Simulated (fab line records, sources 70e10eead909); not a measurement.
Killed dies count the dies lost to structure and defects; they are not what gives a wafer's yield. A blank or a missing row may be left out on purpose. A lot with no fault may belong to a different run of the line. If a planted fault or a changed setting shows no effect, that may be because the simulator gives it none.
fab line records -- flow nandHarc -- part 2 of 2: steps 27 to 35 of 35
record lots=5, wafers=15, lastDay=32
route steps=1302 shown P_M1@298 P_M2@318
lots untouched by any fault: they come from a run of this same line in which no faults occurred
startH: the number of hours between the record's first day and the start of the first shown wafer of the lot -- waitH: how many hours have passed since the lot's step before this one -- " same as the row above -- L1.1+2: a single row standing in for several wafers -- - no value, or no start given -- * or withheld: withheld -- < > ~ a bound
route shown NAME@n: names a module that has steps shown in the file, with the first one's number in the route -- usual: average and standard deviation across the fault-free wafers -- same: alike in all rows -- chamber/n: place in a boat -- sites: each site's reading -- _std_site: standard deviation across them -- _edge_site: the outer-site mean with the inner-site mean subtracted -- radiusMm: how far each site lies from the wafer's centre -- mask NAME#n: copy n -- behind: the last tool/chamber to shape the wafer -- hold: the reason the lot was held/the length of the hold in hours/how it ended -- device: which transistor (n, p or np) failed to switch -- end of line: at the end of the route, the tests of the same wafers -- a step with no rows: only its recipe -- killed: not the wafer's yield, but the dies lost to structure and defects at the first sort -- map: shows each die of a wafer: x if killed, . if not, _ if none is there
set.NAME: the setting the step ran with; set.NAME@STEP: the setting that earlier step ran with -- model.NAME: the simulator's own value behind a step, which no gauge read
lots at some steps of the route; a table a step, a row a wafer
services: the hour from which a tool's chamber was out of use, counted from the record's first day as startH (under 0 if before that day), plus the number of hours and why
## steps
# step NHARC_P_M2_EXPOSE_06
# recipe na=1.35, targetCdNm=170, doseMj=80.78, maskId=P_M2
# usual exposureDoseMJCm2=80.71/0.096
lot.wafer,tool,chamber,startH,waitH,mask,exposureDoseMJCm2
L081.2,arfiScanner-03,0,204.62,-,P_M2#0,80.71
L081.3,arfiScanner-03,0,204.62,-,P_M2#0,80.64
L081.6,arfiScanner-03,0,204.62,-,P_M2#0,80.67
L084.3,arfiScanner-02,0,233.67,-,P_M2#0,80.74
L084.4,arfiScanner-02,0,233.67,-,P_M2#0,80.64
L084.6,arfiScanner-02,0,233.67,-,P_M2#0,80.70
L090.1,arfiScanner-01,0,292.29,-,P_M2#0,80.86
L090.2,arfiScanner-01,0,292.29,-,P_M2#0,80.84
L090.6,arfiScanner-01,0,292.29,-,P_M2#0,80.87
L094.1,arfiScanner-01,0,323.67,-,P_M2#0,80.90
L094.2,arfiScanner-01,0,323.67,-,P_M2#0,80.80
L094.4,arfiScanner-01,0,323.67,-,P_M2#0,80.86
L093.2,arfiScanner-03,0,324.45,-,P_M2#0,80.66
L093.3,arfiScanner-03,0,324.45,-,P_M2#0,80.61
L093.6,arfiScanner-03,0,324.45,-,P_M2#0,80.62
# step NHARC_P_M2_PEB_07
# recipe pebTempC=100, pebTimeS=65
lot.wafer,tool,chamber,startH,waitH
L081.2+3+6,lithoTrack-01,0,204.68,0.1
L084.3+4+6,lithoTrack-06,0,233.72,0.0
L090.1+2+6,lithoTrack-06,0,292.35,0.1
L094.1+2+4,lithoTrack-01,0,323.73,0.1
L093.2+3+6,lithoTrack-01,0,324.51,0.1
# step NHARC_P_M2_DEVELOP_08
# recipe developTimeS=35, devTempC=23
lot.wafer,tool,chamber,startH,waitH
L081.2+3+6,lithoTrack-01,0,-,-
L084.3+4+6,lithoTrack-06,0,-,-
L090.1+2+6,lithoTrack-06,0,-,-
L094.1+2+4,lithoTrack-01,0,-,-
L093.2+3+6,lithoTrack-01,0,-,-
# step NHARC_P_M2_CD_MEAS_09
# recipe targetCdNm=170, landingEnergyEv=500
# usual cdNm=169.8/0.7
lot.wafer,tool,chamber,startH,waitH,cdNm
L081.2,cdSem-01,0,204.76,-,170.5
L081.3,cdSem-01,0,204.76,-,170.3
L081.6,cdSem-01,0,204.76,-,170.1
L084.3,cdSem-02,0,233.80,-,168.8
L084.4,cdSem-02,0,233.80,-,168.4
L084.6,cdSem-02,0,233.80,-,170.0
L090.1,cdSem-03,0,292.43,-,168.4
L090.2,cdSem-03,0,292.43,-,168.8
L090.6,cdSem-03,0,292.43,-,168.8
L094.1,cdSem-03,0,323.81,-,170.0
L094.2,cdSem-03,0,323.81,-,171.0
L094.4,cdSem-03,0,323.81,-,170.3
L093.2,cdSem-03,0,324.59,-,171.0
L093.3,cdSem-03,0,324.59,-,170.1
L093.6,cdSem-03,0,324.59,-,170.5
# step NHARC_P_M2_OVL_MEAS_10
# recipe pitchNm=340
# usual overlayXNm=-0.1/0.87, overlayYNm=0.0/0.99
lot.wafer,tool,chamber,startH,waitH,overlayXNm,overlayYNm
L081.2,overlay-02,-,204.84,-,-1.8,-1.0
L081.3,overlay-02,-,204.84,-,-1.4,-1.0
L081.6,overlay-02,-,204.84,-,-1.3,-0.5
L084.3,overlay-02,-,233.89,-,0.6,0.3
L084.4,overlay-02,-,233.89,-,0.5,0.8
L084.6,overlay-02,-,233.89,-,0.4,-0.2
L090.1,overlay-01,-,292.51,-,-0.6,0.9
L090.2,overlay-01,-,292.51,-,-0.3,1.1
L090.6,overlay-01,-,292.51,-,0.1,1.3
L094.1,overlay-01,-,323.90,-,-2.0,0.0
L094.2,overlay-01,-,323.90,-,-2.1,0.4
L094.4,overlay-01,-,323.90,-,-2.0,0.8
L093.2,overlay-01,-,324.67,-,0.9,-0.2
L093.3,overlay-01,-,324.67,-,0.3,-0.4
L093.6,overlay-01,-,324.67,-,1.0,-0.3
# step NHARC_P_M2_INSPECT_11
# usual rawDefectCount=4.2/2.9
lot.wafer,tool,chamber,startH,waitH,rawDefectCount
L081.2,defectInspect-02,-,204.88,0.0,1
L081.3,defectInspect-02,-,204.88,0.0,5
L081.6,defectInspect-02,-,204.88,0.0,3
L084.3,defectInspect-01,-,233.92,0.0,3
L084.4,defectInspect-01,-,233.92,0.0,2
L084.6,defectInspect-01,-,233.92,0.0,3
L090.1,defectInspect-02,-,292.55,0.0,3
L090.2,defectInspect-02,-,292.55,0.0,2
L090.6,defectInspect-02,-,292.55,0.0,4
L094.1,defectInspect-02,-,323.94,0.0,4
L094.2,defectInspect-02,-,323.94,0.0,4
L094.4,defectInspect-02,-,323.94,0.0,2
L093.2,defectInspect-02,-,324.71,0.0,4
L093.3,defectInspect-02,-,324.71,0.0,4
L093.6,defectInspect-02,-,324.71,0.0,2
# step NHARC_P_M2_DESCUM_14
# recipe timeS=3, o2FlowSccm=200, arFlowSccm=0, biasPowerW=0, chemistry=O2
# usual drypumpMotorCurrentA=5.6/0.39, oesProductAu=0.997/0.0089, rfVppV=57.9/0.89, showerheadPlenumPTorr=1.93/0.077, throttleValvePct=11.312/0.0093
lot.wafer,tool,chamber,startH,waitH,drypumpMotorCurrentA,oesProductAu,rfHoursCounterH,rfVppV,showerheadPlenumPTorr,throttleValvePct
L081.3,rieDiel-11,0,204.95,0.1,5.6,1.006,4.5,58.1,1.88,11.318
L081.2,rieDiel-11,1,204.95,0.1,5.6,0.988,5.2,57.7,2.03,11.319
L081.6,rieDiel-11,3,204.95,0.1,6.0,1.010,-,56.3,1.81,11.323
L084.4,rieDiel-11,1,234.00,0.1,5.6,0.998,6.2,58.2,2.03,11.310
L084.3,rieDiel-11,3,234.00,0.1,6.0,1.008,5.7,57.2,1.81,11.311
L084.6,rieDiel-11,1,234.00,0.1,5.6,1.001,-,58.6,2.03,11.295
L090.2,rieDiel-11,3,292.63,0.1,6.0,1.002,1.5,58.0,1.81,11.304
L090.1,rieDiel-11,0,292.63,0.1,5.6,0.992,1.7,57.3,1.88,11.294
L090.6,rieDiel-11,2,292.63,0.1,5.3,0.998,-,58.7,1.87,11.321
L094.1,rieDiel-03,1,324.01,0.1,6.0,0.996,0.5,55.8,1.83,11.314
L094.4,rieDiel-03,2,324.01,0.1,6.3,0.985,0.5,57.4,1.94,11.309
L094.2,rieDiel-03,3,324.01,0.1,5.3,1.000,0.5,57.4,1.94,11.308
L093.2,rieDiel-03,3,324.77,0.1,5.3,0.997,0.5,57.4,1.94,11.314
L093.3,rieDiel-03,1,324.77,0.1,6.1,0.983,0.5,58.6,1.83,11.322
L093.6,rieDiel-03,3,324.77,0.1,5.3,1.004,-,58.5,1.94,11.312
# step NHARC_P_M2_ETCH_35
# recipe targetDepthA=400, overetchA=120, timeS=43.94, ionEnergyEv=200, n2FlowSccm=150, h2FlowSccm=150, arFlowSccm=0, rfW=400, biasW=150, chemistry=N2/H2
# usual drypumpMotorCurrentA=5.7/0.4, n2FlowSccm=150.0/0.39, oesProductAu=0.997/0.0095, rfVppV=431.1/2.5, showerheadPlenumPTorr=2.06/0.081, throttleValvePct=14.171/0.0094
lot.wafer,tool,chamber,startH,waitH,drypumpMotorCurrentA,n2FlowSccm,oesProductAu,rfHoursCounterH,rfVppV,showerheadPlenumPTorr,throttleValvePct
L081.3,rieDiel-11,1,205.02,0.1,5.6,149.7,0.997,5.3,433.2,2.16,14.170
L081.2,rieDiel-11,2,205.02,0.1,5.3,150.4,0.999,5.3,429.4,1.99,14.184
L081.6,rieDiel-11,2,205.02,0.1,5.3,149.4,1.005,-,428.6,1.99,14.176
L084.3,rieDiel-11,3,234.08,0.1,6.0,150.2,1.002,5.7,427.4,1.92,14.177
L084.4,rieDiel-11,0,234.08,0.1,5.7,149.9,1.005,5.5,428.0,2.00,14.164
L084.6,rieDiel-11,3,234.08,0.1,6.0,150.5,1.005,-,427.0,1.92,14.176
L090.1,rieDiel-11,1,292.70,0.1,5.6,149.5,1.014,1.8,434.4,2.16,14.170
L090.2,rieDiel-11,2,292.70,0.1,5.3,149.8,0.991,1.7,427.9,1.99,14.171
L090.6,rieDiel-11,1,292.70,0.1,5.6,150.3,1.019,-,433.9,2.16,14.163
L094.1,rieDiel-03,3,324.08,0.1,5.3,149.7,0.998,0.5,429.5,2.07,14.167
L094.2,rieDiel-03,0,324.08,0.1,5.2,150.1,0.993,0.1,433.0,2.15,14.170
L094.4,rieDiel-03,2,324.08,0.1,6.4,150.0,0.979,0.5,431.6,2.06,14.189
L093.3,rieDiel-03,3,324.85,0.1,5.3,149.7,0.992,0.5,432.2,2.07,14.164
L093.2,rieDiel-03,1,324.85,0.1,6.1,150.8,0.984,0.5,428.4,1.94,14.173
L093.6,rieDiel-03,3,324.85,0.1,5.3,150.2,1.003,-,432.0,2.07,14.171
# step NHARC_P_M2_ETCH_15
# recipe targetDepthA=1825, timeS=91.2, c4f8FlowSccm=withheld, arFlowSccm=400, rfW=600, biasW=300, chemistry=C4F8/Ar
# usual oesProductAu=0.935/0.024, rfVppV=441.4/2.5
lot.wafer,tool,chamber,startH,waitH,oesProductAu,rfHoursCounterH,rfVppV
L081.2,rieDiel-11,0,-,-,0.937,4.5,440.6
L081.3,rieDiel-11,1,-,-,0.925,5.3,444.2
L081.6,rieDiel-11,0,-,-,0.931,-,438.6
L084.3,rieDiel-11,3,-,-,0.985,5.7,437.2
L084.4,rieDiel-11,1,-,-,0.950,6.2,445.0
L084.6,rieDiel-11,2,-,-,0.980,-,439.5
L090.1,rieDiel-11,0,-,-,0.933,1.7,438.9
L090.2,rieDiel-11,2,-,-,0.926,1.7,440.9
L090.6,rieDiel-11,1,-,-,0.922,-,445.1
L094.4,rieDiel-03,2,-,-,0.922,0.6,441.4
L094.2,rieDiel-03,0,-,-,0.945,0.1,444.0
L094.1,rieDiel-03,1,-,-,0.914,0.5,438.7
L093.3,rieDiel-03,3,-,-,0.959,0.6,441.6
L093.2,rieDiel-03,1,-,-,0.956,0.6,437.9
L093.6,rieDiel-03,3,-,-,0.966,-,442.4
## services
tool,chamber,startH,hours,kind
lithoTrack-06,-,179.00,7.0,pm
pecvd-03,-,185.24,13.0,pm
rieDiel-03,0,188.63,15.4,repair
cmp-04,-,205.41,3.3,repair
cmp-04,-,209.07,4.0,pm
pecvd-03,-,220.25,1.8,repair
pvdSputter-01,-,221.51,3.1,repair
rieDiel-03,1,221.70,13.1,repair
pvdSputter-01,-,226.00,10.0,pm
pvdSputter-03,-,228.72,1.7,repair
pvdSputter-03,-,236.47,10.1,repair
rieDiel-10,-,242.50,9.0,pm
rieDiel-11,-,257.47,9.0,pm
rieDiel-10,-,262.75,0.5,repair
pecvd-03,1,265.51,6.9,repair
rieDiel-03,-,281.30,9.0,pm
pvdSputter-02,-,282.14,10.0,pm
wetBench-08,-,294.40,8.0,pm
rieDiel-11,1,305.50,6.5,repair
rieDiel-03,-,306.85,0.7,repair
wetBench-10,-,311.20,8.0,pm
rieDiel-10,3,313.89,4.2,repair
rieDiel-09,-,320.10,9.0,pm
rieDiel-11,1,323.53,1.5,repair
